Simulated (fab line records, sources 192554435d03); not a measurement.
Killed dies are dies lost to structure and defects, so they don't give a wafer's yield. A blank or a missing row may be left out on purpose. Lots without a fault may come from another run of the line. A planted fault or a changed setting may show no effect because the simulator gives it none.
Chamber matching | flow n5_finfet | N5_HKMG_FIN_STRIP_57 on rie_diel-04: 3 sister chambers
The step strips in CF4. 3 wafers are shown with their chamber, then 4 later ones without.

WAFERS WITH THEIR CHAMBER
wafer  | chamber | showerhead_plenum_p_Torr (Torr)
L088.3 | 2       | 1.72
L089.1 | 0       | 1.79
L095.1 | 3       | 1.87

WAFERS WITHOUT THEIR CHAMBER
wafer  | showerhead_plenum_p_Torr (Torr)
L095.2 | 1.78
L096.1 | 1.78
L096.6 | 1.78
L097.3 | 1.87

WHICH CHAMBER EACH WENT THROUGH
wafer  | from the rows above | in truth
L095.2 | 0                   | 0
L096.1 | 0                   | 0
L096.6 | 0                   | 0
L097.3 | 3                   | 3
Placed correctly: 4 of 4. Can't be placed from these rows: 0. Placed wrongly: 0.
How it was worked out, from the rows above alone: a wafer's distance from a chamber is the root of the sum, over the readings, of the square of ((its reading less the chamber's mean) divided by the reading's scatter). The wafer belongs to the nearest chamber; if the next one is less than 2 further off, it can't be placed. A chamber's mean is the mean of its shown wafers. The scatter: with one shown wafer a chamber, the root of the mean of the squares of how far each hidden wafer lies from its nearest shown one.
